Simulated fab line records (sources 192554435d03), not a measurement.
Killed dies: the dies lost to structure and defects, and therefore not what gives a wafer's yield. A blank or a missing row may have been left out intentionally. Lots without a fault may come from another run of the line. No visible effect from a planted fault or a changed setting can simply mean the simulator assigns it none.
Split-lot study	flow n5_finfet	route with 1938 steps; 7 lots, 21 wafers read

## THE SPLIT
At N5_BEOL_M11_DEP_56 (deposits SiCN from 3MS/NH3, target thk 30 nm, time 10.5 s), the setting time_s was moved away from the recipe's 10.5 s on 8 of the 21 wafers read, by -12.1% to +14.0%. All remaining wafers had this setting at the recipe value.

The reading is taken at the split's own step.

## THE READING
SiCN_of_BEOL_M11_DEP_56.thk_nm (the simulator's own value, which no gauge read), in nm, at N5_BEOL_M11_DEP_56 (deposits SiCN from 3MS/NH3, target thk 30 nm, time 10.5 s). The file does not state a usual value for it. Average 29.7 nm, standard deviation 0.47 nm, over the 13 wafers here run with the recipe.

wafer	tool, chamber at the split	time_s as run, s	against the recipe	SiCN_of_BEOL_M11_DEP_56.thk_nm, nm	against lot-mates on the recipe
L079.1	pecvd-02, 1	10.5	recipe	29.8	-
L079.2	pecvd-02, 0	10.5	recipe	29.6	-
L079.6	pecvd-02, 1	10.5	recipe	30	-
L078.1	pecvd-01, 2	10.5	recipe	30	-
L078.4	pecvd-01, 1	11.06	+5.3%	31.4	+1.4
L078.5	pecvd-01, 0	11.06	+5.3%	31.6	+1.6
L080.1	pecvd-01, 0,1	10.5	recipe	29	-
L080.2	pecvd-01, 0,1	10.5	recipe	29	-
L080.3	pecvd-01, 2	10.5	recipe	29.8	-
L082.2	pecvd-01, 2	10.5	recipe	29.6	-
L082.4	pecvd-01, 1	10.5	recipe	29.2	-
L082.6	pecvd-01, 2	11.31	+7.7%	32.6	+3.2
L083.1	pecvd-02, 2	10.5	recipe	30	-
L083.5	pecvd-02, 1	9.229	-12.1%	27.4	-2.8
L083.6	pecvd-02, 0	10.5	recipe	30.4	-
L085.4	pecvd-01, 1	10.5	recipe	29.4	-
L085.5	pecvd-01, 1	9.932	-5.4%	27.8	-1.6
L085.6	pecvd-01, 2	9.932	-5.4%	28.6	-0.8
L097.2	pecvd-01, 2,0	11.97	+14.0%	33.8	+3.2
L097.3	pecvd-01, 2,0	11.97	+14.0%	33.8	+3.2
L097.5	pecvd-01, 2	10.5	recipe	30.6	-
When a row names more than one chamber, that row covers several wafers, and the file does not tell which wafer ran in which chamber.

FIT RESULTS
A straight line over all 21 wafers: SiCN_of_BEOL_M11_DEP_56.thk_nm changes by +0.276 nm for each +1% of time_s; r = +0.96; the points scatter about the line by 0.5 nm.
The same after taking each lot's own level away (the mean of its wafers on the recipe; 21 wafers): +0.246 nm for each +1%; r = +0.97; scatter 0.39 nm.
Per that fit: largest time_s move, reading shift of 3.4 nm.
Measured against the standard deviation above, the lots' own levels, which go from 29.27 to 30.60 nm, span 2.8 times it.
In other words, the slope is changed by the lot-to-lot level; the two fits disagree.
Check: for one of the wafers moved furthest among these (+14.0%), held out of the fit, the line's prediction against its lot-mates is +3.65 nm. Against them it came out at +3.2 nm.

## FILE'S OWN FIT
SiCN_of_BEOL_M11_DEP_56.thk_nm changes by +0.256 nm for each +1% of time_s, r = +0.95.
